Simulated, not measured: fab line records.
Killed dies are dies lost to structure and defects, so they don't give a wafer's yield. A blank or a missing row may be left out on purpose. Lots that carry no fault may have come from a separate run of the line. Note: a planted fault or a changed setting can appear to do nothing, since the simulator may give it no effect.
Which tool did it? | flow n5-finfet | 24 wafers from 8 lots sampled at 5 of the route's 1938 steps

== WHAT THE GAUGES READ, wafer by wafer ==
N5_BEOL_M4_RC_MEAS_101. Usual: DIBL_N 36.3 mV/V, standard deviation 1.2; DIBL_P 36.7 mV/V, standard deviation 1.5; IOFF_N 0.164 nA/um, standard deviation 0.02; IOFF_P 0.214 nA/um, standard deviation 0.024; ION_N 673 uA/um, standard deviation 8.5; ION_P 461 uA/um, standard deviation 5.9; SS_N 71.6 mV/dec, standard deviation 0.44; SS_P 73.3 mV/dec, standard deviation 0.55; VT_N 249.4 mV, standard deviation 2.4; VT_P -250.0 mV, standard deviation 2.3.
lot  | measured     | on        | DIBL_N (mV/V)  | DIBL_P (mV/V)  | IOFF_N (nA/um)    | IOFF_P (nA/um)    | ION_N (uA/um) | ION_P (uA/um) | SS_N (mV/dec)  | SS_P (mV/dec)  | VT_N (mV)         | VT_P (mV)            | flag
L359 | day 7 14:05  | prober-01 | 36.3 35.6 36.4 | 35.8 34.9 35.2 | 0.162 0.149 0.160 | 0.194 0.182 0.188 | 674 654 655   | 458 449 453   | 71.9 71.7 71.4 | 73.4 73.3 74.0 | 249.4 250.6 249.2 | -251.8 -255.3 -251.0 |
L362 | day 8 06:36  | prober-02 | 37.0 35.4 34.7 | 37.7 36.0 35.2 | 0.187 0.150 0.138 | 0.214 0.183 0.173 | 688 673 665   | 461 456 456   | 72.5 71.9 71.7 | 73.3 73.1 72.8 | 246.9 251.1 250.6 | -248.0 -253.8 -253.1 |
L363 | day 8 20:59  | prober-01 | 36.0 36.0 36.9 | 36.0 35.6 37.8 | 0.149 0.144 0.173 | 0.187 0.178 0.210 | 658 661 673   | 446 452 458   | 71.7 71.4 72.4 | 73.1 73.0 73.6 | 253.4 253.4 250.8 | -250.9 -251.6 -251.3 |
L368 | day 10 16:14 | prober-01 | 36.3 36.8 36.5 | 37.8 38.2 37.6 | 0.171 0.169 0.159 | 0.235 0.243 0.227 | 689 678 676   | 472 466 464   | 71.7 71.7 71.7 | 73.8 72.6 73.7 | 245.1 248.6 250.6 | -249.2 -249.1 -249.4 |
L370 | day 10 17:22 | prober-02 | 38.5 36.8 35.9 | 39.1 37.5 35.4 | 0.217 0.172 0.151 | 0.266 0.242 0.201 | 692 673 667   | 470 459 456   | 72.3 72.2 71.6 | 74.8 74.5 73.4 | 247.0 250.8 251.7 | -248.6 -247.8 -251.3 |
L371 | day 11 07:54 | prober-02 | 37.8 36.2 37.2 | 36.6 35.0 35.5 | 0.164 0.148 0.161 | 0.201 0.183 0.202 | 673 663 663   | 456 451 451   | 71.4 71.5 72.0 | 73.5 73.3 73.1 | 248.8 250.9 250.2 | -251.1 -253.0 -249.0 |
L376 | day 12 18:50 | prober-02 | 35.7 35.6 35.6 | 36.6 36.9 36.2 | 0.176 0.173 0.174 | 0.214 0.209 0.202 | 678 675 682   | 460 461 459   | 71.9 72.3 72.5 | 73.4 73.1 73.6 | 248.0 249.2 247.9 | -253.1 -250.9 -251.1 |
L379 | day 12 22:19 | prober-02 | 38.6 36.9 39.0 | 37.3 36.2 37.4 | 0.201 0.162 0.196 | 0.240 0.213 0.229 | 679 664 666   | 465 454 460   | 71.2 70.9 71.8 | 73.5 73.0 73.7 | 245.6 249.2 246.6 | -246.5 -248.0 -249.1 |

== WHAT TOOL EACH LOT RAN ON (gives the tool, then ch and the chambers of the sampled wafers, and finally the start) ==
lot  | N5_GATE_CUT_STRIP_42              | N5_GATE_CUT_ETCH_19               | N5_GATE_CUT_CUT_ETCH_54          | N5_GATE_CUT_VAPOR_ETCH_49
L359 | rie-diel-06 ch 1,2,3, day 4 11:24 | rie-diel-06 ch 1,2,3, day 4 11:26 | rie-metal-03 ch 0,1, day 4 11:37 | rie-metal-03 ch 0,1, day 4 11:46
L362 | rie-diel-05 ch 1,3, day 5 06:31   | rie-diel-05 ch 1,3, day 5 06:34   | rie-metal-01 ch 0,1, day 5 06:44 | rie-metal-01 ch 0,1, day 5 06:53
L363 | rie-diel-02 ch 1,2,3, day 5 12:47 | rie-diel-02 ch 1,2,3, day 5 12:49 | rie-metal-03 ch 0,1, day 5 12:59 | rie-metal-03 ch 0,1, day 5 13:08
L368 | rie-diel-05 ch 2,3, day 7 02:38   | rie-diel-05 ch 2,3, day 7 02:41   | rie-metal-01 ch 0,1, day 7 02:51 | rie-metal-01 ch 0,1, day 7 03:00
L370 | rie-diel-05 ch 1,2, day 7 12:29   | rie-diel-05 ch 1,2, day 7 12:32   | rie-metal-02 ch 0,1, day 7 12:42 | rie-metal-02 ch 0,1, day 7 12:51
L371 | rie-diel-06 ch 1,2, day 7 19:38   | rie-diel-06 ch 1,2, day 7 19:40   | rie-metal-02 ch 1, day 7 19:50   | rie-metal-02 ch 1, day 7 19:59
L376 | rie-diel-02 ch 0,1,3, day 9 08:19 | rie-diel-02 ch 0,1,3, day 9 08:21 | rie-metal-02 ch 0,1, day 9 08:31 | rie-metal-02 ch 0,1, day 9 08:40
L379 | rie-diel-02 ch 0,3, day 9 19:16   | rie-diel-02 ch 0,3, day 9 19:19   | rie-metal-02 ch 0,1, day 9 19:29 | rie-metal-02 ch 0,1, day 9 19:38
- N5_GATE_CUT_STRIP_42: strips in O2.
- N5_GATE_CUT_ETCH_19: etches SiNx in CH3F/O2, target depth 53.7 nm, time 76.7 s.
- N5_GATE_CUT_CUT_ETCH_54: etches TiN in Cl2/BCl3, target depth 96.7 nm.
- N5_GATE_CUT_VAPOR_ETCH_49: etches TiAlC in BCl3/Cl2.

== AS READ BY THE TOOLS THEMSELVES (means over the sampled wafers that have a number; for cases with no such wafer, the mark the record gives instead) ==
N5_GATE_CUT_STRIP_42. Usual: drypump-motor-current-A 5.7 A, standard deviation 0.5; oes-product-au 0.80 a.u., standard deviation 0.089; rf-vpp-V 3.7 V, standard deviation 0.47; showerhead-plenum-p-Torr 2.11 Torr, standard deviation 0.078; throttle-valve-pct 16.70 %, standard deviation 0.22.
lot  | tool        | drypump-motor-current-A (A) | oes-product-au (a.u.) | rf-vpp-V (V) | showerhead-plenum-p-Torr (Torr) | throttle-valve-pct (%) | flag
L359 | rie-diel-06 | 6.2                         | 0.81                  | 3.6          | 2.05                            | 16.63                  |
L362 | rie-diel-05 | 5.8                         | 0.72                  | 3.6          | 2.06                            | 16.88                  |
L363 | rie-diel-02 | 5.7                         | 0.76                  | 3.2          | 2.13                            | 16.68                  |
L368 | rie-diel-05 | 5.6                         | 0.70                  | 3.6          | 2.02                            | 16.96                  |
L370 | rie-diel-05 | 5.6                         | 0.75                  | 3.9          | 2.12                            | 16.93                  |
L371 | rie-diel-06 | 6.2                         | 0.76                  | 3.8          | 2.06                            | 16.70                  |
L376 | rie-diel-02 | 5.7                         | 0.87                  | 3.4          | 2.19                            | 16.64                  |
L379 | rie-diel-02 | 5.6                         | 0.91                  | 4.0          | 2.20                            | 16.66                  |

N5_GATE_CUT_ETCH_19. Usual: CH3F_flow_sccm 29.99 sccm, standard deviation 0.09; drypump-motor-current-A 5.7 A, standard deviation 0.5; etch-rf-on-time-s 76.9 s, standard deviation 1.2; mfc-ar-sccm 150.1 sccm, standard deviation 0.45; oes_ar_750_au 0.80 a.u., standard deviation 0.083; oes-product-au 0.68 a.u., standard deviation 0.075; rf-vpp-V 295.8 V, standard deviation 2.4; showerhead-plenum-p-Torr 2.01 Torr, standard deviation 0.073; throttle-valve-pct 16.38 %, standard deviation 0.24.
lot  | tool        | CH3F_flow_sccm (sccm) | drypump-motor-current-A (A) | etch-rf-on-time-s (s) | mfc-ar-sccm (sccm) | oes_ar_750_au (a.u.) | oes-product-au (a.u.) | rf-vpp-V (V) | showerhead-plenum-p-Torr (Torr) | throttle-valve-pct (%) | flag
L359 | rie-diel-06 | 30.04                 | 6.2                         | 77.4                  | 150.0              | 0.81                 | 0.69                  | 296.5        | 1.96                            | 16.35                  |
L362 | rie-diel-05 | 30.08                 | 5.8                         | 76.9                  | 150.7              | 0.72                 | 0.61                  | 293.9        | 1.96                            | 16.57                  |
L363 | rie-diel-02 | 29.94                 | 5.7                         | 78.6                  | 150.2              | 0.76                 | 0.64                  | 296.2        | 2.02                            | 16.32                  |
L368 | rie-diel-05 | 29.93                 | 5.6                         | 76.4                  | 150.3              | 0.70                 | 0.60                  | 295.4        | 1.93                            | 16.65                  |
L370 | rie-diel-05 | 30.05                 | 5.6                         | 77.5                  | 150.7              | 0.75                 | 0.64                  | 297.0        | 2.03                            | 16.62                  |
L371 | rie-diel-06 | 29.92                 | 6.2                         | 78.2                  | 150.2              | 0.77                 | 0.65                  | 297.0        | 1.98                            | 16.43                  |
L376 | rie-diel-02 | 30.06                 | 5.7                         | 75.4                  | 150.2              | 0.85                 | 0.74                  | 295.6        | 2.08                            | 16.30                  |
L379 | rie-diel-02 | 29.94                 | 5.6                         | 75.2                  | 149.6              | 0.90                 | 0.77                  | 295.0        | 2.10                            | 16.35                  |

N5_GATE_CUT_CUT_ETCH_54. Usual: drypump-motor-current-A 5.8 A, standard deviation 0.4; etch-rf-on-time-s 36.6 s, standard deviation 0.46; mfc-ar-sccm 25.01 sccm, standard deviation 0.068; oes_ar_750_au 0.73 a.u., standard deviation 0.1; oes-product-au 0.66 a.u., standard deviation 0.097; throttle-valve-pct 22.21 %, standard deviation 0.13.
lot  | tool         | drypump-motor-current-A (A) | etch-rf-on-time-s (s) | mfc-ar-sccm (sccm) | oes_ar_750_au (a.u.) | oes-product-au (a.u.) | throttle-valve-pct (%) | flag
L359 | rie-metal-03 | 6.2                         | 36.9                  | 24.97              | 0.69                 | 0.62                  | 22.29                  |
L362 | rie-metal-01 | 5.3                         | 36.5                  | 25.02              | 0.66                 | 0.59                  | 22.15                  |
L363 | rie-metal-03 | 6.1                         | 36.4                  | 25.04              | 0.69                 | 0.62                  | 22.28                  |
L368 | rie-metal-01 | 5.4                         | 36.8                  | 25.00              | 0.69                 | 0.61                  | 22.24                  |
L370 | rie-metal-02 | 5.9                         | 36.7                  | 25.04              | 0.75                 | 0.69                  | 22.26                  |
L371 | rie-metal-02 | 6.3                         | 36.4                  | 24.92              | 0.88                 | 0.80                  | 22.10                  |
L376 | rie-metal-02 | 5.9                         | 36.9                  | 24.96              | 0.74                 | 0.68                  | 22.28                  |
L379 | rie-metal-02 | 5.9                         | 36.3                  | 24.98              | 0.74                 | 0.68                  | 22.27                  |

N5_GATE_CUT_VAPOR_ETCH_49. Usual: drypump-motor-current-A 5.8 A, standard deviation 0.4; oes-product-au 0.73 a.u., standard deviation 0.11.
lot  | tool         | drypump-motor-current-A (A) | oes-product-au (a.u.) | flag
L359 | rie-metal-03 | 6.1                         | 0.69                  |
L362 | rie-metal-01 | 5.3                         | 0.66                  |
L363 | rie-metal-03 | 6.1                         | 0.68                  |
L368 | rie-metal-01 | 5.4                         | 0.67                  |
L370 | rie-metal-02 | 5.9                         | 0.77                  |
L371 | rie-metal-02 | 6.3                         | 0.88                  |
L376 | rie-metal-02 | 5.9                         | 0.85                  |
L379 | rie-metal-02 | 5.9                         | 0.86                  |

== THE ANSWER, worked out from the rows above alone ==
Rule: a lot counts as off when the mean over its wafers that have a number is more than 3 standard deviations away from the usual mean. Also off: a lot with no number at a reading for which 4 or more lots have one. Any other lot the step has rows for is counted as sound. Order of review: gauges by route order, followed by the tools' own readings, for which a lot's mean as printed above is used. At the first step where some lot is off, the reading lying furthest off is the one used; lots without a number count as furthest.
Nothing can be told from this: no lot is off at any reading shown.

== WHAT THE SIMULATOR PUT IN ==
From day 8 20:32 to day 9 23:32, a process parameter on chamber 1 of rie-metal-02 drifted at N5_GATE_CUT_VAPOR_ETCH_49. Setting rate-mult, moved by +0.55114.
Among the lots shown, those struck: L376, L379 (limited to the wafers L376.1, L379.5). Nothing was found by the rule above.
